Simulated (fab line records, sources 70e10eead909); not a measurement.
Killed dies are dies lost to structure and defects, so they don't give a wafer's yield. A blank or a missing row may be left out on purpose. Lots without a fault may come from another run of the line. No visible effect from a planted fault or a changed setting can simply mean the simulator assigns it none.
Code-filled problem report in 8D (eight disciplines) form :: flow nandHarc :: the parts of the form that need people (team, actions taken, sign-off) are left out

1. THE PROBLEM
A mean of 12.8 s is read at NHARC_A_M1_CMP_23 for timeToEndpointS, taken on 1 wafer of 1 lot, against 28.1 s (standard deviation 2.5) on wafers free of any fault. That puts it -6.1 standard deviations away from the usual mean.
The step: polishes, t overpolish 20 s, target thk 154.34 nm.
Seen first at day 24 01:37 on cmp-02, wafer L413.3. Wafers with a number at this step in the record: 36, from 12 lots. By rule, "out" or "out of limits" means more than 4 standard deviations away from the usual mean. Any other wafer with a number is counted as sound.

2. WHAT THIS IS AND IS NOT
question: which readings at this step
is: timeToEndpointS
is not: motorCurrentA

question: which lots
is: L413
is not: L412, L415, L421, L422, L424, L425, L426, L428, L429, L431, L433

question: which wafers of those lots
is: L413.3
is not: L413.2, L413.6

question: read on which tools
is: cmp-02
is not: cmp-01, cmp-04

question: when
is: from day 24 01:37
is not: up to then (5 sound wafers); but 30 sound wafers of L415, L421, L422, L424, L425, L426, L428, L429, L431, L433 came after

3. WHAT RULES OUT EACH SUSPECT
Counting: a tool at a process step up to the reading stays a suspect if it ran every lot that is out. Sound lots after the first of them don't rule it out here, since some wafers of a struck lot are sound.
- rieDiel-10 at NHARC_A_M1_STRIP_18 (strips in N2/H2): kept. It ran the lot that is out, L413 (day 23 23:37); its last sound lot up to then is L412 (day 23 08:17).
- pvdSputter-02 at NHARC_A_M1_PVD_21 (deposits Cu, target thk 30 nm, time 20.49 s): kept. It ran the lot that is out, L413 (day 24 00:52); its last sound lot up to then is L412 (day 23 09:18). NHARC_A_M1_PVD_21 gives no start for some lots, so the hours and the order of its lots are those of NHARC_A_M1_ECD_22.
- ecdCu-01 at NHARC_A_M1_ECD_22 (material Cu, target thk 400 nm): kept. It ran the lot that is out, L413 (day 24 00:52); its last sound lot up to then is L412 (day 23 09:18).
- rtpAnneal-01 at NHARC_A_M1_ANNEAL_31 (time 90 s): kept. It ran the lot that is out, L413 (day 24 01:15); its last sound lot up to then is L412 (day 23 09:40).
- cmp-02 at NHARC_A_M1_CMP_23 (polishes, t overpolish 20 s, target thk 154.34 nm): kept. It ran the lot that is out, L413 (day 24 01:37). Out on those wafers are its own readings of timeToEndpointS.
- In cmp-02 at NHARC_A_M1_CMP_23, the wafers that are out were processed in chamber 3 and their sound lot-mates in chambers 0, 2.
Left after counting: rieDiel-10 at NHARC_A_M1_STRIP_18, pvdSputter-02 at NHARC_A_M1_PVD_21, ecdCu-01 at NHARC_A_M1_ECD_22, rtpAnneal-01 at NHARC_A_M1_ANNEAL_31, cmp-02 at NHARC_A_M1_CMP_23.

4. THE CAUSE (what the simulator had put in)
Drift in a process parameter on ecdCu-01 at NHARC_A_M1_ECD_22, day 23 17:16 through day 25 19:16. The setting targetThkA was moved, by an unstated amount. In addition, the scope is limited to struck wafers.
Of the 5 suspects that counting leaves, this tool is one.

5. SEQUENCE OF EFFECTS, ordered by route
Each row: a reading whose mean over the struck wafers that have a number lies more than 3 standard deviations from the usual. Only readings whose record carries a usual standard deviation are examined. hours: median over the lots of the time between each lot's start at the first step of this table that gives one and its start at this step. sigmas: the change, counted in usual standard deviations.
hours: 0
step: NHARC_A_M1_CMP_23
reading: timeToEndpointS
usual: 28.1 s
on struck wafers: 12.8
change: -15.3
sigmas: -6.1
Here are the process steps it includes:
- NHARC_A_M1_CMP_23: polishes, t overpolish 20 s, target thk 154.34 nm.
At these later measuring or inspecting steps, every struck wafer for which the step has a row has a number for every such reading, and none has moved that far: NHARC_END_SORT_01.

6. HOW IT WOULD HAVE BEEN CAUGHT EARLIER
In this record no reading fell out of limits until day 24 01:37, 8 hours after the fault had begun at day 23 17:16.
Lots out: 1; all had begun NHARC_A_M1_ECD_22 on ecdCu-01 by day 24 01:37. Tool hold at that time: it would have spared none of them.
